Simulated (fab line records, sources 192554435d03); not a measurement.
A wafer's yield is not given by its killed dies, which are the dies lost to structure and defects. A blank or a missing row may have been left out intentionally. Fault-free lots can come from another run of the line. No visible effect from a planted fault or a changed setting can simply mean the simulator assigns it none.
Struck lot and sound lot, side by side	flow n5_finfet	37 steps out of a route of 1938
Sound: wafers L623.4, L623.5, L623.6. Wafers L618.2, L618.3, L618.4 were the ones struck. Last of all comes the cause.
Order at every step that has rows: each side's tool, ch and its chambers, its first start. Under that, the readings that differ: sound wafers	struck wafers	difference of the means	sigmas: that difference in standard deviations of wafers without a fault.
alike: readings with means less than 2 such deviations apart, plus words and numbers identical on both sides. not compared: withheld readings, readings lacking a value on some wafer, bounds such as >300 that could conceal the same value, and numbers that have no deviation in the record and whose values overlap.
The two part at a step that has a row with sigmas, a row that says differs or no value, or rows on one side only. Non-overlapping numbers with no deviation appear without sigmas and do not part them. Lack of a reading on every wafer of one side parts them only where that side has two or more wafers.

first, 9 steps without rows for these wafers: N5_BEOL_M4_ANNEAL_95 (time 240 s); N5_BEOL_M4_SPUTTER_96 (material Cu, target thk 4.5 nm, time 8.29 s); N5_BEOL_M4_ECD_50 (material Cu, target thk 300 nm); N5_BEOL_M4_ANNEAL_51 (time 90 s); N5_BEOL_M4_CMP_52 (polishes, stops on SiOC, t overpolish 6.8 s, target thk 40 nm); N5_BEOL_M4_PRE_CLEAN_60 (time 15 s); N5_BEOL_M4_CO_CAP_55 (material Co, precursor CCTBA/H2, target thk 2 nm, time 102.1 s); N5_BEOL_M4_PRE_CLEAN_56 (time 15 s); N5_BEOL_M4_DEP_57 (deposits SiCN from 3MS/NH3, target thk 8 nm, time 14 s).
N5_BEOL_M4_RC_MEAS_101:
  sound on prober-02 ch 0, day 12 02:07; struck on prober-02 ch 0, day 11 06:29
reading	sound	struck	difference	sigmas
SS_N (mV/dec)	71.4 71.2 70.6	72.7 71.3 72.8	+1.2	+2
  alike: DIBL_N, DIBL_P, IOFF_N, IOFF_P, ION_N, ION_P, SS_P, VT_N, VT_P
then, 24 steps without rows for these wafers: N5_BEOL_M5_ILD_DEP_00 (deposits SiCOH lowk from DEMS/porogen, target thk 140.64 nm, time 25.9 s); N5_BEOL_M5_CURE_79 (cures SiCOH lowk, time 240 s); N5_BEOL_M5_PECVD_70 (deposits SiO2 from TEOS/O2, target thk 16 nm, time 18 s); N5_BEOL_M5_HM_DEP_02 (deposits TiN, target thk 20 nm); N5_BEOL_M5_COAT_59 (time 60 s, resist thk 60 nm); N5_BEOL_M5_COAT_60 (time 60 s, resist thk 12 nm); N5_BEOL_M5_COAT_71 (time 60 s, resist thk 5 nm); N5_BEOL_M5_COAT_05 (resist thk 30 nm); N5_BEOL_M5_EBR_07; N5_BEOL_M5_SOFTBAKE_06 (time 60 s); N5_BEOL_M5_EXPOSE_08 (exposes mask M5, target cd 28 nm); N5_BEOL_M5_PEB_09 (peb time 60 s); N5_BEOL_M5_DEVELOP_10 (develop time 30 s); N5_BEOL_M5_DESCUM_16 (chemistry O2, time 7 s); N5_BEOL_M5_ETCH_72 (etches underlayer in N2/H2, target depth 6.5 nm, time 5.2 s); N5_BEOL_M5_ETCH_61 (etches SiARC in CF4, target depth 15.6 nm, time 26 s); N5_BEOL_M5_ETCH_62 (etches SOC in N2/H2, target depth 75 nm, overetch 15 nm, time 112.5 s); N5_BEOL_M5_STRIP_63 (strips in N2/H2); N5_BEOL_M5_STRIP_73 (strips in N2/H2); N5_BEOL_M5_STRIP_64 (strips in CF4); N5_BEOL_M5_HM_OPEN_17 (chemistry Cl2/BCl3, target TiN, target depth 20 nm, overetch 6 nm); N5_BEOL_M5_STRIP_19 (strips in O2); N5_BEOL_M5_COAT_65 (time 60 s, resist thk 60 nm); N5_BEOL_M5_COAT_66 (time 60 s, resist thk 12 nm).
N5_BEOL_M6_CVD_78: deposits Co from CCTBA/H2, target thk 2 nm, time 142.3 s.
  sound on cvd_co-01 ch 0,1,2, day 12 22:16; struck on cvd_co-02 ch 0,1,2, day 12 02:05
  no value came back on the struck wafers for chamber_pressure_Torr (Torr), run_length_s (s); on the sound wafers chamber_pressure_Torr (Torr) reads 29.97 30.05 29.92
N5_BEOL_M6_CMP_52: polishes, stops on SiCOH lowk, t overpolish 6.9 s, target thk 80 nm.
  sound on cmp-03 ch 2,3, day 12 23:34; struck on cmp-04 ch 0,1,2, day 12 03:43
reading	sound	struck	difference	sigmas
barrier_field_endpoint_s (s)	28.4 29.1 28.9	26.4 26.8 27.5	-1.9	-3
model.Cu_of_BEOL_M6_ECD_50.thk_nm (nm)	80.6 80.2 78.8	82 82.2 82.6	+2	
  alike: motor_current_A
-- a jump in the record: the struck wafers' starts before and after are 3 days apart (it breaks off in module BEOL_M6 and resumes in module PASSIVATION, where the first step shown is number 1936 of the route) --
N5_PASSIVATION_PROBE_49:
  struck on prober-01, day 15 06:50; sound on prober-01, day 16 11:55
reading	sound	struck	difference	sigmas
defect_limited_yield (%)	92.0 90.5 91.9	13.0 11.6 12.9	-79.0	-56
killed_at_M4_up	11 11 9	949 952 942	+937	+99 or more
killed_dies	94 112 95	1027 1043 1028	+932	+58
killed_on_rim	10 14 11	151 130 151	+132	+37
sort_bin_5_function (%)	4.6 6.6 4.9	74.3 75.8 74.8	+69.6	+73
sort_bin_6_memory (%)	3.3 2.3 2.8	12.3 12.2 11.7	+9.3	+15
sort_n_pass	1086 1068 1085	153 137 152	-932	-58
sort_yield_pct (%)	92.0 90.5 91.9	13.0 11.6 12.9	-79.0	-56
  alike: killed_at_M0_to_M3, killed_at_contacts, killed_at_front_end, killed_at_other, killed_open, killed_short

== WHERE THEY PART ==
At N5_BEOL_M4_RC_MEAS_101 first; at N5_PASSIVATION_PROBE_49 last (within this record only).

WHY: what the simulator had put in
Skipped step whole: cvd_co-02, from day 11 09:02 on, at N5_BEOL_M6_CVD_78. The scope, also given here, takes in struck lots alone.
